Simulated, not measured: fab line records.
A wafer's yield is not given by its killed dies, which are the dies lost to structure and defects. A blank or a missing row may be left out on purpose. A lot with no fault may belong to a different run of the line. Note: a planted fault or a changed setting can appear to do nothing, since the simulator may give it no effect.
Matching of chambers :: flow nand_harc :: NHARC_P_CONTACT_DEP_30 on pecvd-03: 3 sister chambers
The step deposits SiNx, target thk 30 nm. 16 wafers are shown with their chamber, then 8 later ones without.

WAFERS, EACH WITH ITS CHAMBER
wafer: L371.2
chamber: 0
heater_power_w (W): 639
rf_fwd_power_W (W): 449.0

wafer: L371.3
chamber: 1
heater_power_w (W): 707
rf_fwd_power_W (W): 450.2

wafer: L371.6
chamber: 1
heater_power_w (W): 701
rf_fwd_power_W (W): 448.7

wafer: L372.2
chamber: 0
heater_power_w (W): 652
rf_fwd_power_W (W): 448.6

wafer: L372.3
chamber: 1
heater_power_w (W): 859
rf_fwd_power_W (W): 448.5

wafer: L372.5
chamber: 2
heater_power_w (W): 798
rf_fwd_power_W (W): 446.8

wafer: L381.4
chamber: 1
heater_power_w (W): 869
rf_fwd_power_W (W): 450.9

wafer: L381.5
chamber: 0
heater_power_w (W): 707
rf_fwd_power_W (W): 450.6

wafer: L381.6
chamber: 2
heater_power_w (W): 790
rf_fwd_power_W (W): 449.4

wafer: L387.3
chamber: 1
heater_power_w (W): 876
rf_fwd_power_W (W): 449.5

wafer: L387.4
chamber: 1
heater_power_w (W): 898
rf_fwd_power_W (W): 448.3

wafer: L387.6
chamber: 0
heater_power_w (W): 729
rf_fwd_power_W (W): 447.8

wafer: L388.1
chamber: 1
heater_power_w (W): 848
rf_fwd_power_W (W): 449.4

wafer: L388.3
chamber: 2
heater_power_w (W): 764
rf_fwd_power_W (W): 450.8

wafer: L388.6
chamber: 2
heater_power_w (W): 752
rf_fwd_power_W (W): 448.9

wafer: L389.1
chamber: 1
heater_power_w (W): 774
rf_fwd_power_W (W): 448.3

SIGNATURES (averages over the wafers above)
reading: heater_power_w
chamber 0: 681.75
chamber 1: 816.50
chamber 2: 776.00
scatter within a chamber: 61.9

reading: rf_fwd_power_W
chamber 0: 449.000
chamber 1: 449.225
chamber 2: 448.975
scatter within a chamber: 1.2
Rule: for each reading, subtract the chamber's mean from the wafer's reading, divide by that reading's scatter and square the result; add these up over the readings and take the root, which gives the wafer's distance from the chamber. The wafer belongs to the nearest chamber; if the next one is less than 2 further off, it can't be placed. How the scatter is found: for the shown wafers, subtract from each reading the mean of its chamber, square and add these, divide the total by (wafers less chambers), then take the root.

WAFERS MISSING THEIR CHAMBER
wafer: L389.4
heater_power_w (W): 787
rf_fwd_power_W (W): 449.0

wafer: L389.6
heater_power_w (W): 705
rf_fwd_power_W (W): 447.6

wafer: L391.1
heater_power_w (W): 715
rf_fwd_power_W (W): 449.9

wafer: L391.2
heater_power_w (W): 781
rf_fwd_power_W (W): 449.5

wafer: L391.6
heater_power_w (W): 734
rf_fwd_power_W (W): 450.2

wafer: L392.2
heater_power_w (W): 862
rf_fwd_power_W (W): 447.2

wafer: L392.4
heater_power_w (W): 655
rf_fwd_power_W (W): 449.4

wafer: L392.5
heater_power_w (W): 771
rf_fwd_power_W (W): 449.9

THE CHAMBER EACH PASSED THROUGH
wafer: L389.4
from the rows above: can't be placed: 2 or 1 or 0
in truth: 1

wafer: L389.6
from the rows above: can't be placed: 0 or 2 or 1
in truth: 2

wafer: L391.1
from the rows above: can't be placed: 0 or 2 or 1
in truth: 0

wafer: L391.2
from the rows above: can't be placed: 2 or 1 or 0
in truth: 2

wafer: L391.6
from the rows above: can't be placed: 2 or 0 or 1
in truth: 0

wafer: L392.2
from the rows above: can't be placed: 1 or 2 or 0
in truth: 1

wafer: L392.4
from the rows above: can't be placed: 0 or 2
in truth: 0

wafer: L392.5
from the rows above: can't be placed: 2 or 1 or 0
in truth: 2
Correctly placed: 0 of 8. Not placeable from these rows: 8 (in 8, the candidates include the true chamber). Wrongly placed: 0.
